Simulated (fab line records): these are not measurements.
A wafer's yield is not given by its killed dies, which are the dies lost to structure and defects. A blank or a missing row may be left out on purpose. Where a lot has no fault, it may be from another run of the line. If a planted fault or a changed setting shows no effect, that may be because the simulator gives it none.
fab line records -- flow n5_finfet
[record] lots = 12, wafers = 34, last_day = 18
route steps=1938 shown SD_EPI_P@303 PASSIVATION@1936
lots that met no fault: from a run of the same line without faults
start_h: start of the lot's first displayed wafer, in hours after the record's first day -- wait_h: hours elapsed since this lot's preceding step -- " the same as in the row above -- L1.1+2: a row that stands for several wafers -- - no value, or no start given -- * or withheld: withheld -- < > ~ a bound
route shown NAME@n: NAME is a module with steps in the file, n the number in the route of the first one -- usual: mean/standard deviation taken from wafers without a fault -- same: alike in all rows -- chamber/n: place in a boat -- sites: per-site readings -- _std_site: their standard deviation -- _edge_site: the outer-site mean with the inner-site mean subtracted -- radius_mm: how far each site lies from the wafer's centre -- mask NAME#n: copy n -- behind: the last tool/chamber to shape the wafer -- hold: why the lot was held/for how many hours/how that ended -- device: whichever transistor did not switch (one of n, p or np) -- end of line: the tests these same wafers got at the end of their route -- step lacking rows: just its recipe -- killed: not the wafer's yield, but the dies lost to structure and defects at the first sort -- map: per-die view of a wafer (x killed, . not killed, _ where there is no die)
set.NAME: the setting the step ran with; set.NAME@STEP: the setting that earlier step ran with -- model.NAME: the simulator's own value behind a step, which no gauge read
a sample of lots followed through the steps of the route, with each step as a table and each wafer as a row
services: a tool's chamber out of use, with start hour (start_h, from the record's first day; less than 0 if before it), hours out, and reason
[[steps]]
[step N5_SD_EPI_P_CD_MEAS_09]
[recipe] target_cd_nm = 240, landing_energy_ev = 500, detector = se_inlens
[usual] cd_nm = 240.0/0.91
lot.wafer,tool,chamber,start_h,wait_h,cd_nm
L455.1,cd_sem-03,0,72.56,-,241.6
L455.3,cd_sem-03,0,72.56,-,240.4
L455.6,cd_sem-03,0,72.56,-,239.5
L456.1,cd_sem-01,0,77.48,-,239.4
L456.4,cd_sem-01,0,77.48,-,238.9
L456.5,cd_sem-01,0,77.48,-,240.5
L458.4,cd_sem-03,0,90.83,-,240.1
L458.5,cd_sem-03,0,90.83,-,238.6
L459.1,cd_sem-03,0,99.91,-,241.2
L459.3,cd_sem-03,0,99.91,-,240.7
L459.6,cd_sem-03,0,99.91,-,240.9
L460.4,cd_sem-01,0,101.74,-,241.3
L460.5,cd_sem-01,0,101.74,-,240.5
L461.3,cd_sem-03,0,108.86,-,239.8
L461.5,cd_sem-03,0,108.86,-,238.7
L461.6,cd_sem-03,0,108.86,-,238.7
L463.2,cd_sem-01,0,122.45,-,239.2
L463.3,cd_sem-01,0,122.45,-,240.1
L463.5,cd_sem-01,0,122.45,-,238.9
L464.2,cd_sem-03,0,125.35,-,238.6
L464.3,cd_sem-03,0,125.35,-,238.6
L464.6,cd_sem-03,0,125.35,-,238.7
L469.1,cd_sem-01,0,156.18,-,240.4
L469.4,cd_sem-01,0,156.18,-,240.3
L469.5,cd_sem-01,0,156.18,-,239.8
L471.2,cd_sem-03,0,169.02,-,241.0
L471.3,cd_sem-03,0,169.02,-,240.8
L471.6,cd_sem-03,0,169.02,-,239.1
L474.1,cd_sem-03,0,188.38,-,240.8
L474.3,cd_sem-03,0,188.38,-,240.2
L474.5,cd_sem-03,0,188.38,-,240.3
L475.2,cd_sem-03,0,194.09,-,240.4
L475.3,cd_sem-03,0,194.09,-,240.4
L475.6,cd_sem-03,0,194.09,-,240.1
[step N5_SD_EPI_P_ETCH_16]
[recipe] chemistry = CHF3/O2, target = SiO2, target_depth_a = 50, mask_material = SOC, pressure_mtorr = 30, source_w = 650, bias_w = 170, Ar_flow_sccm = 200, CHF3_flow_sccm = 50, O2_flow_sccm = 5, ion_energy_ev = 200
[usual] drypump_motor_current_A = 5.6/0.31, oes_product_au = 0.74/0.068, rf_fwd_power_W = 644/3.1, rf_vpp_V = 527/5.5, showerhead_plenum_p_Torr = 2.41/0.072, throttle_valve_pct = 18.93/0.2
lot.wafer,tool,chamber,start_h,wait_h,drypump_motor_current_A,oes_product_au,rf_fwd_power_W,rf_hours_counter_h,rf_vpp_V,showerhead_plenum_p_Torr,throttle_valve_pct
L455.1,rie_diel-04,3,73.50,0.1,5.5,0.73,640,192,531,2.29,19.14
L455.3,rie_diel-04,0,73.50,0.1,5.7,0.73,643,154,533,2.41,19.24
L455.6,rie_diel-04,0,73.50,0.1,5.7,0.73,646,-,534,2.41,19.25
L456.1,rie_diel-05,2,78.19,0.1,5.8,0.76,647,127,517,2.42,18.67
L456.4,rie_diel-05,0,78.19,0.1,5.3,0.75,648,141,533,2.41,18.82
L456.5,rie_diel-05,3,78.19,0.1,6.3,0.68,640,-,530,2.28,19.32
L458.4,rie_diel-05,0,91.53,0.1,5.3,0.74,646,144,533,2.41,18.80
L458.5,rie_diel-05,3,91.53,0.1,6.3,0.67,639,-,530,2.28,19.31
L459.1,rie_diel-02,1,100.78,0.1,5.8,0.69,647,209,523,2.49,18.89
L459.3,rie_diel-02,3,100.78,0.1,5.5,0.68,644,233,525,2.37,19.25
L459.6,rie_diel-02,1,100.78,0.1,5.8,0.68,648,-,523,2.49,18.88
L460.4,rie_diel-05,2,102.55,0.1,5.9,0.76,642,134,516,2.41,18.68
L460.5,rie_diel-05,0,102.55,0.1,5.3,0.75,646,-,532,2.41,18.84
L461.3,rie_diel-04,3,109.64,0.1,5.5,0.74,638,201,530,2.29,19.17
L461.5,rie_diel-04,2,109.64,0.1,5.8,0.70,644,-,522,2.40,18.92
L461.6,rie_diel-04,1,109.64,0.1,5.9,0.75,641,-,530,2.51,18.80
L463.2,rie_diel-02,3,123.26,0.1,5.5,0.67,647,239,525,2.37,19.25
L463.3,rie_diel-02,0,123.26,0.1,5.3,0.73,644,170,528,2.29,18.85
L463.5,rie_diel-02,2,123.26,0.1,5.7,0.70,644,-,531,2.49,18.98
L464.2,rie_diel-04,2,126.05,0.1,5.7,0.70,643,228,520,2.40,18.94
L464.3,rie_diel-04,0,126.05,0.1,5.7,0.73,643,168,532,2.41,19.27
L464.6,rie_diel-04,1,126.05,0.1,5.9,0.75,645,-,531,2.51,18.80
L469.1,rie_diel-05,2,157.05,0.1,5.8,0.73,645,150,517,2.41,18.71
L469.4,rie_diel-05,2,157.05,0.1,5.9,0.74,645,-,515,2.41,18.70
L469.5,rie_diel-05,1,157.05,0.1,5.1,0.87,649,-,522,2.45,18.66
L471.2,rie_diel-02,2,169.72,0.1,5.7,0.68,642,238,530,2.48,18.99
L471.3,rie_diel-02,1,169.72,0.1,5.9,0.67,645,233,524,2.48,18.94
L471.6,rie_diel-02,1,169.72,0.1,5.9,0.67,644,-,523,2.48,18.90
L474.1,rie_diel-05,3,189.08,0.1,6.3,0.94,640,8,538,2.56,18.91
L474.3,rie_diel-05,2,189.08,0.1,5.9,0.72,643,162,514,2.40,18.73
L474.5,rie_diel-05,2,189.08,0.1,5.9,0.73,645,-,514,2.40,18.74
L475.2,rie_diel-02,0,194.79,0.1,5.3,0.72,646,187,529,2.28,18.90
L475.3,rie_diel-02,1,194.79,0.1,5.8,0.66,651,242,524,2.48,18.93
L475.6,rie_diel-02,1,194.79,0.1,5.8,0.67,646,-,523,2.48,18.93
[step N5_SD_EPI_P_STRIP_40]
[recipe] chemistry = N2/H2, power_w = 1000, temp_c = 250, h2_frac = 0.65, overash_fraction = 0.3, pressure_mtorr = withheld, n2_flow_sccm = 1750, h2_flow_sccm = 3250
[usual] drypump_motor_current_A = 5.6/0.52, heater_power_w = 338/10, oes_product_au = 0.760/0.011
lot.wafer,tool,chamber,start_h,wait_h,drypump_motor_current_A,heater_power_w,oes_product_au,rf_hours_counter_h
L455.1,plasma_asher-02,0,73.72,0.0,6.2,339,0.760,37
L455.3,plasma_asher-02,0,73.72,0.0,6.2,333,0.772,-
L455.6,plasma_asher-02,0,73.72,0.0,6.2,337,0.758,-
L456.1,plasma_asher-01,0,78.40,0.0,5.7,349,0.762,89
L456.4,plasma_asher-01,0,78.40,0.0,5.7,344,0.769,-
L456.5,plasma_asher-01,1,78.40,0.0,4.7,320,0.746,-
L458.4,plasma_asher-01,0,91.76,0.0,5.7,348,0.756,-
L458.5,plasma_asher-01,0,91.76,0.0,5.7,342,0.740,-
L459.1,plasma_asher-02,1,100.99,0.0,5.8,357,0.752,42
L459.3,plasma_asher-02,0,100.99,0.0,6.2,329,0.750,-
L459.6,plasma_asher-02,1,100.99,0.0,5.8,348,0.741,-
L460.4,plasma_asher-02,0,102.79,0.0,6.2,331,0.749,-
L460.5,plasma_asher-02,0,102.79,0.0,6.2,338,0.745,-
L461.3,plasma_asher-01,1,109.88,0.0,4.7,318,0.755,-
L461.5,plasma_asher-01,0,109.88,0.0,5.7,367,0.753,-
L461.6,plasma_asher-01,1,109.88,0.0,4.7,327,0.757,-
L463.2,plasma_asher-01,1,123.48,0.0,4.7,323,0.757,97
L463.3,plasma_asher-01,0,123.48,0.0,5.7,349,0.764,-
L463.5,plasma_asher-01,1,123.48,0.0,4.7,323,0.760,-
L464.2,plasma_asher-01,1,126.33,0.1,4.7,321,0.743,99
L464.3,plasma_asher-01,1,126.33,0.1,4.8,320,0.756,-
L464.6,plasma_asher-01,0,126.33,0.1,5.7,337,0.767,-
L469.1,plasma_asher-01,0,157.27,0.0,5.7,347,0.733,105
L469.4,plasma_asher-01,0,157.27,0.0,5.7,350,0.747,-
L469.5,plasma_asher-01,0,157.27,0.0,5.7,347,0.782,-
L471.2,plasma_asher-02,0,169.94,0.0,6.2,331,0.765,56
L471.3,plasma_asher-02,0,169.94,0.0,6.2,340,0.777,-
L471.6,plasma_asher-02,1,169.94,0.0,5.8,346,0.767,-
L474.1,plasma_asher-02,1,189.29,0.0,5.8,347,0.761,59
L474.3,plasma_asher-02,0,189.29,0.0,6.2,335,0.760,-
L474.5,plasma_asher-02,0,189.29,0.0,6.2,329,0.763,-
L475.2,plasma_asher-01,1,195.00,0.0,4.8,326,0.769,112
L475.3,plasma_asher-01,0,195.00,0.0,5.7,343,0.763,-
L475.6,plasma_asher-01,1,195.00,0.0,4.7,328,0.752,-
[step N5_SD_EPI_P_EPI_21]
[recipe] material = SiGe:B, dopant = B, temp_c = 550, pressure_torr = 20, ambient = H2, time_s = 355
[same] time_s = 355
lot.wafer,tool,chamber,start_h,wait_h
L455.1+3+6,epi_rpcvd-02,0,74.23,0.1
L456.1+4+5,epi_rpcvd-02,0,79.04,0.2
L458.4+5,epi_rpcvd-04,0,93.34,1.1
L459.1+3+6,epi_rpcvd-03,0,101.63,0.2
L460.4+5,epi_rpcvd-04,0,104.37,1.1
L461.3+5+6,epi_rpcvd-04,0,111.45,1.1
L463.2+3+5,epi_rpcvd-02,0,124.59,0.6
L464.2+3+6,epi_rpcvd-04,0,127.21,0.5
L469.1+4+5,epi_rpcvd-03,0,158.07,0.3
L471.2+3+6,epi_rpcvd-03,0,171.37,0.9
L474.1+3+5,epi_rpcvd-02,0,189.81,0.1
L475.2+3+6,epi_rpcvd-02,0,195.88,0.5
[step N5_SD_EPI_P_INSPECT_26]
[recipe] inspect_instrument = darkfield, mode = post_epi
[usual] raw_defect_count = 176/36
lot.wafer,tool,chamber,start_h,wait_h,raw_defect_count
L455.1,defect_inspect-02,-,76.60,0.0,160
L455.3,defect_inspect-02,-,76.60,0.0,178
L455.6,defect_inspect-02,-,76.60,0.0,206
L456.1,defect_inspect-02,-,82.13,0.0,135
L456.4,defect_inspect-02,-,82.13,0.0,165
L456.5,defect_inspect-02,-,82.13,0.0,174
L458.4,defect_inspect-02,-,94.64,0.0,248
L458.5,defect_inspect-02,-,94.64,0.0,254
L459.1,defect_inspect-01,-,104.72,0.0,198
L459.3,defect_inspect-01,-,104.72,0.0,138
L459.6,defect_inspect-01,-,104.72,0.0,203
L460.4,defect_inspect-02,-,105.68,0.0,201
L460.5,defect_inspect-02,-,105.68,0.0,150
L461.3,defect_inspect-02,-,113.58,0.0,155
L461.5,defect_inspect-02,-,113.58,0.0,120
L461.6,defect_inspect-02,-,113.58,0.0,141
L463.2,defect_inspect-01,-,127.20,0.0,248
L463.3,defect_inspect-01,-,127.20,0.0,223
L463.5,defect_inspect-01,-,127.20,0.0,166
L464.2,defect_inspect-01,-,129.22,0.0,154
L464.3,defect_inspect-01,-,129.22,0.0,156
L464.6,defect_inspect-01,-,129.22,0.0,207
L469.1,defect_inspect-01,-,163.40,0.0,418
L469.4,defect_inspect-01,-,163.40,0.0,470
L469.5,defect_inspect-01,-,163.40,0.0,496
L471.2,defect_inspect-02,-,174.80,0.0,388
L471.3,defect_inspect-02,-,174.80,0.0,364
L471.6,defect_inspect-02,-,174.80,0.0,334
L474.1,defect_inspect-01,-,192.18,0.0,165
L474.3,defect_inspect-01,-,192.18,0.0,172
L474.5,defect_inspect-01,-,192.18,0.0,148
L475.2,defect_inspect-02,-,197.89,0.0,175
L475.3,defect_inspect-02,-,197.89,0.0,201
L475.6,defect_inspect-02,-,197.89,0.0,149
[step N5_PASSIVATION_PROBE_49]
[usual] killed_at_M0_to_M3 = 35/11, killed_at_M4_up = 14/5.4, killed_at_contacts = 13/6, killed_at_front_end = 38/11, killed_at_other = 3.4/2.6, killed_dies = 104/19, killed_open = 68/13, killed_short = 34/8.5
[same] gross_dies = 1180, killed_at_back_side = 0
lot.wafer,tool,chamber,start_h,wait_h,killed_at_M0_to_M3,killed_at_M4_up,killed_at_contacts,killed_at_front_end,killed_at_other,killed_dies,killed_open,killed_short
L469.1,prober-01,-,410.23,0.0,22,8,26,139,5,200,67,39
L469.4,prober-01,-,410.38,0.2,36,17,18,153,0,224,75,32
L469.5,prober-01,-,410.43,0.2,34,12,13,121,3,183,61,30
L471.2,prober-01,-,414.94,0.1,33,25,8,140,4,210,83,36
L471.3,prober-01,-,414.99,0.1,39,16,12,144,1,212,77,44
L471.6,prober-01,-,415.14,0.3,32,20,11,129,5,197,74,34
// killed by level:class
L469.1 SD_EPI_P:unspecified=88 MOL_CONTACT_COAG:geometric_particle:open=22 STI_FIN_REVEAL:geometric_particle:open=13 FIN_SAQP:geometric_particle:short=7 STI_FIN_REVEAL:geometric_particle:short=7 BEOL_M0_SAQP:geometric_particle:open=7 GATE_CUT:geometric_particle:short=6 BEOL_M2:geometric_particle:open=5
L469.4 SD_EPI_P:unspecified=107 MOL_CONTACT_COAG:geometric_particle:open=15 STI_FIN_REVEAL:geometric_particle:open=10 BEOL_M2:geometric_particle:open=9 HKMG_FIN:area_etch=9 BEOL_M0:geometric_particle:open=8 BEOL_M4:geometric_particle:open=6 BEOL_M3:geometric_particle:open=6
L469.5 SD_EPI_P:unspecified=92 BEOL_M0_SAQP:geometric_particle:open=14 MOL_CONTACT_COAG:geometric_particle:open=11 FIN_SAQP:geometric_particle:open=7 GATE_CUT:geometric_particle:short=7 BEOL_M0_SAQP:geometric_particle:short=6 FIN_SAQP:geometric_particle:short=5 BEOL_M2:geometric_particle:open=5
L471.2 SD_EPI_P:unspecified=84 FIN_SAQP:geometric_particle:open=16 FIN_SAQP:geometric_particle:short=11 BEOL_M0_SAQP:geometric_particle:open=10 BEOL_M0_SAQP:geometric_particle:short=9 BEOL_M4:geometric_particle:open=9 MOL_CONTACT_COAG:geometric_particle:open=8 HKMG_FIN:area_etch=7
L471.3 SD_EPI_P:unspecified=91 BEOL_M0_SAQP:geometric_particle:open=17 STI_FIN_REVEAL:geometric_particle:open=14 FIN_SAQP:geometric_particle:short=12 BEOL_M0_SAQP:geometric_particle:short=11 MOL_CONTACT_COAG:geometric_particle:open=10 FIN_SAQP:geometric_particle:open=7 BEOL_M4:geometric_particle:open=7
L471.6 SD_EPI_P:unspecified=89 MOL_CONTACT_COAG:geometric_particle:open=11 FIN_SAQP:geometric_particle:short=10 BEOL_M4:geometric_particle:open=9 STI_FIN_REVEAL:geometric_particle:open=7 FIN_SAQP:geometric_particle:open=6 BEOL_M0_SAQP:geometric_particle:short=6 BEOL_M1:geometric_particle:open=6
[[services]]
tool,chamber,start_h,hours,kind
rie_diel-05,2,115.35,6.4,repair
rie_diel-04,3,129.24,4.7,repair
rie_diel-05,3,129.79,4.6,repair
rie_diel-05,3,150.30,-,clean
rie_diel-05,3,150.30,-,consumable_replace:focus_ring
rie_diel-05,3,150.30,-,consumable_replace:showerhead
rie_diel-05,3,150.30,14.0,scheduled_down
rie_diel-05,3,150.30,14.0,vent_cycle
rie_diel-02,3,158.29,9.1,repair
plasma_asher-02,-,184.19,3.2,repair
rie_diel-02,3,186.90,-,clean
rie_diel-02,3,186.90,-,consumable_replace:focus_ring
rie_diel-02,3,186.90,19.3,scheduled_down
rie_diel-02,3,186.90,19.3,vent_cycle
rie_diel-02,1,189.70,2.6,repair
rie_diel-04,2,193.49,-,clean
rie_diel-04,2,193.49,-,consumable_replace:focus_ring
rie_diel-04,2,193.49,13.0,scheduled_down
rie_diel-04,2,193.49,13.0,vent_cycle
[[key]]
[first_sign] step = N5_SD_EPI_P_INSPECT_26, reading = raw_defect_count, direction = up, sigmas = 6.5, usual = 176, struck = 412
[effect] step = N5_PASSIVATION_PROBE_49, reading = killed_at_front_end, direction = up, sigmas = 9.2, usual = 38, struck = 138
[more_kills_born_at] N5_SD_EPI_P_EPI_21@epi_rpcvd-03 = 551
met_at N5_SD_EPI_P_EPI_21
struck_lots L469,L471
tester_left_out L469,L471
not_acting_at N5_SD_EPI_P_CD_MEAS_09,N5_SD_EPI_P_ETCH_16,N5_SD_EPI_P_STRIP_40
onset_between 101.63 158.07
[fault] kind = chamber_particle_source, tool = epi_rpcvd-03, chamber = -, onset_h = 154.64, steps = N5_SD_EPI_P_EPI_21, rate_per_visit_cm2 = 0.37771, end_h = 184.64
// tester_left_out: of these lots the tester's yield and bins aren't shown, on N5 and GAA mostly nor the transistor test; their killed dies are dies lost to structure and defects alone, not to doping, threshold or leakage, so they don't give the yield
